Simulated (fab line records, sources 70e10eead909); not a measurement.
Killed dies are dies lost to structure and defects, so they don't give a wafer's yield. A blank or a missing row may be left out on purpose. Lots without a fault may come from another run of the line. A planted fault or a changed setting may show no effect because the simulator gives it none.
A struck lot beside a sound one | flow nand_harc | 13 steps out of a route of 1302
Sound: wafers L261.3, L261.5, L261.6. Struck: wafers L275.1, L275.2, L275.3. The cause comes at the end.
At each step with rows: each side's tool, then ch and its chambers, then its first start. Under that, the readings that differ: sound wafers | struck wafers | difference of the means | sigmas: that difference in standard deviations of wafers without a fault.
alike: readings whose means differ by less than 2 such deviations, and words and numbers that are the same on both sides. not compared: withheld readings, readings that some wafer has no value for, bounds like >300 that may hide the same value, and numbers for which the record gives no deviation and whose values overlap.
The two part at a step that has a row with sigmas, a row that says differs or no value, or rows on one side only. Numbers that don't overlap but have no deviation are shown without sigmas and don't part them. A reading that every wafer of one side lacks parts them only if that side has two wafers or more.

NHARC_A_ONON_D2_INSPECT_32:
  sound on defect_inspect-02, day 13 09:21; struck on defect_inspect-01, day 19 20:23
  alike: raw_defect_count
NHARC_A_CHANNEL_HOLE_D2_DEP_00: deposits aC, target thk 3100 nm.
  sound on acl_dep-02 ch 0, day 13 12:37; struck on acl_dep-02 ch 0, day 19 20:27
  reading              | sound | struck               | difference                   | sigmas
  susceptor_temp_C (C) | - - - | 399.97 399.84 399.94 | no value on the sound wafers |
  alike: throttle_valve_pct
NHARC_A_CHANNEL_HOLE_D2_DEP_01: deposits SiON, target thk 140 nm.
  sound on pecvd-02 ch 0,1,2, day 13 13:53; struck on pecvd-02 ch 0,1,2, day 19 22:23
  reading              | sound                | struck               | difference | sigmas
  susceptor_temp_C (C) | 399.93 399.47 399.63 | 400.25 400.22 400.25 | +0.56      | +3
  alike: chamber_pressure_Torr, heater_power_w, showerhead_vpp_V
then, 8 steps without rows for these wafers: NHARC_A_CHANNEL_HOLE_D2_DEHYDRATE_02 (time 120 s); NHARC_A_CHANNEL_HOLE_D2_HMDS_03 (time 30 s); NHARC_A_CHANNEL_HOLE_D2_COAT_36 (time 75 s); NHARC_A_CHANNEL_HOLE_D2_COAT_37 (time 65 s); NHARC_A_CHANNEL_HOLE_D2_COAT_04 (resist thk 90 nm); NHARC_A_CHANNEL_HOLE_D2_SOFTBAKE_05 (time 55 s); NHARC_A_CHANNEL_HOLE_D2_EBR_06; NHARC_A_CHANNEL_HOLE_D2_EXPOSE_07 (exposes mask HOLE D2, target cd 100 nm).
NHARC_A_CHANNEL_HOLE_D2_PEB_08: peb time 65 s.
  sound on litho_track-01 ch 0, day 13 14:32; struck on litho_track-01, day 19 22:54
  no value came back on the struck wafers for chill_plate_temp_C (C), exhaust_pa (Pa); on the sound wafers chill_plate_temp_C (C) reads 22.89 23.02 22.96
then, 1 step without rows for these wafers: NHARC_A_CHANNEL_HOLE_D2_DEVELOP_09 (develop time 35 s).

WHERE THEY PART
First at NHARC_A_CHANNEL_HOLE_D2_DEP_00; last, within this record, at NHARC_A_CHANNEL_HOLE_D2_PEB_08.

WHY: what the simulator had put in
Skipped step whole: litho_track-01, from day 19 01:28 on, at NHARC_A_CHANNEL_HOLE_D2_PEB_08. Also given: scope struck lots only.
